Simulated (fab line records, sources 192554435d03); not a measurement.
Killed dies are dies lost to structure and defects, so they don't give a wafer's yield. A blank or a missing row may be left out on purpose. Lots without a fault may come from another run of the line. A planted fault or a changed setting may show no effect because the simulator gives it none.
Split-lot experiment | flow n5_finfet | 7 lots, 39 wafers read, on a route of 1938 steps

THE SPLIT
At N5_BEOL_M11_DESCUM_16 (chemistry O2, time 7.9 s), the setting time_s was moved away from the recipe's 7.9 s on 18 of the 39 wafers read, by -55.7% to +56.2%. The other wafers ran this setting at the recipe's value.

The reading is taken at the split's own step.

THE READING
CAR-ArF_of_BEOL_M11_COAT_05.thk_nm (the simulator's own value, which no gauge read), in nm, at N5_BEOL_M11_DESCUM_16 (chemistry O2, time 7.9 s). The file gives no usual value for it. The 21 wafers here that ran the recipe average 83.4 nm, standard deviation 0.23 nm.

wafer  | tool, chamber at the split | time_s as run, s | against the recipe | CAR-ArF_of_BEOL_M11_COAT_05.thk_nm, nm | against lot-mates on the recipe
L077.1 | rie_diel-02, 3             | 7.9              | recipe             | 83.4                                   | -
L077.3 | rie_diel-02, 0             | 7.9              | recipe             | 83                                     | -
L077.6 | rie_diel-02, 0             | 7.9              | recipe             | 83.2                                   | -
L085.1 | rie_diel-06, 3,1           | 12.34            | +56.2%             | 80.8                                   | -2.7
L085.3 | rie_diel-06, 3,1           | 12.34            | +56.2%             | 80.8                                   | -2.7
L085.2 | rie_diel-06, 2             | 12.34            | +56.2%             | 80.4                                   | -3.1
L085.4 | rie_diel-06, 0,3           | 7.9              | recipe             | 83.6                                   | -
L085.5 | rie_diel-06, 0,3           | 7.9              | recipe             | 83.6                                   | -
L085.6 | rie_diel-06, 0             | 7.9              | recipe             | 83.2                                   | -
L087.1 | rie_diel-02, 0             | 4.474            | -43.4%             | 86.2                                   | +2.5
L087.2 | rie_diel-02, 3             | 4.474            | -43.4%             | 86                                     | +2.3
L087.3 | rie_diel-02, 1             | 7.9              | recipe             | 83.4                                   | -
L087.4 | rie_diel-02, 1,0           | 7.9              | recipe             | 83.8                                   | -
L087.5 | rie_diel-02, 1,0           | 7.9              | recipe             | 83.8                                   | -
L087.6 | rie_diel-02, 3             | 4.474            | -43.4%             | 85.8                                   | +2.1
L090.1 | rie_diel-02, 0             | 3.497            | -55.7%             | 86.2                                   | +3.0
L090.2 | rie_diel-02, 2             | 7.9              | recipe             | 83.2                                   | -
L090.3 | rie_diel-02, 3             | 3.497            | -55.7%             | 86                                     | +2.8
L090.6 | rie_diel-02, 3             | 3.497            | -55.7%             | 86                                     | +2.8
L090.4 | rie_diel-02, 1             | 7.9              | recipe             | 83                                     | -
L090.5 | rie_diel-02, 0             | 7.9              | recipe             | 83.4                                   | -
L095.1 | rie_diel-02, 3             | 5.504            | -30.3%             | 85                                     | +1.5
L095.2 | rie_diel-02, 0,1           | 7.9              | recipe             | 83.4                                   | -
L095.4 | rie_diel-02, 0,1           | 7.9              | recipe             | 83.4                                   | -
L095.3 | rie_diel-02, 2             | 5.504            | -30.3%             | 84.8                                   | +1.3
L095.6 | rie_diel-02, 2             | 5.504            | -30.3%             | 84.8                                   | +1.3
L095.5 | rie_diel-02, 1             | 7.9              | recipe             | 83.8                                   | -
L093.1 | rie_diel-04, 1,2           | 7.9              | recipe             | 83.2                                   | -
L093.5 | rie_diel-04, 1,2           | 7.9              | recipe             | 83.2                                   | -
L093.2 | rie_diel-04, 3,2           | 6.265            | -20.7%             | 84.4                                   | +1.1
L093.4 | rie_diel-04, 3,2           | 6.265            | -20.7%             | 84.4                                   | +1.1
L093.3 | rie_diel-04, 0             | 7.9              | recipe             | 83.4                                   | -
L093.6 | rie_diel-04, 3             | 6.265            | -20.7%             | 84.6                                   | +1.3
L097.1 | rie_diel-02, 1             | 4.317            | -45.4%             | 85.6                                   | +2.2
L097.2 | rie_diel-02, 2,1           | 4.317            | -45.4%             | 86                                     | +2.6
L097.5 | rie_diel-02, 2,1           | 4.317            | -45.4%             | 86                                     | +2.6
L097.3 | rie_diel-02, 0,3,0         | 7.9              | recipe             | 83.4                                   | -
L097.4 | rie_diel-02, 0,3,0         | 7.9              | recipe             | 83.4                                   | -
L097.6 | rie_diel-02, 0,3,0         | 7.9              | recipe             | 83.4                                   | -
Where a row lists several chambers, the file gives one row for several wafers and doesn't say which wafer went through which chamber.

THE FIT
A straight line over all 39 wafers: CAR-ArF_of_BEOL_M11_COAT_05.thk_nm changes by -0.051 nm for each +1% of time_s; r = -0.99; the points scatter about the line by 0.24 nm.
The same after taking each lot's own level away (the mean of its wafers on the recipe; 39 wafers): -0.0513 nm for each +1%; r = -0.99; scatter 0.18 nm.
On that fit, the largest move of time_s shifts the reading by 2.9 nm.
The lots' own levels span 83.20 to 83.67 nm, that is 2.1 times the standard deviation above.
So the lot-to-lot level changes the slope little: the two slopes agree.
Check: with one of the wafers moved furthest among these (+56.2%) left out of the fit, the line predicts -2.91 nm for it against its lot-mates. It came out at -2.67 nm against them.

OTHER SPLITS ON THESE WAFERS
These wafers also went through other splits before the reading. Each is held against what the fit with the lots' levels taken away leaves over:
other split on the same wafers           | wafers away from the commonest value | r with CAR-ArF_of_BEOL_M11_COAT_05.thk_nm (lot level and that fit taken away)
N5_BEOL_M8_TRENCH_ETCH_37 target_depth_a | 12                                   | +0.01

THE FILE'S OWN FIT
CAR-ArF_of_BEOL_M11_COAT_05.thk_nm changes by -0.0516 nm for each +1% of time_s, r = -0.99.
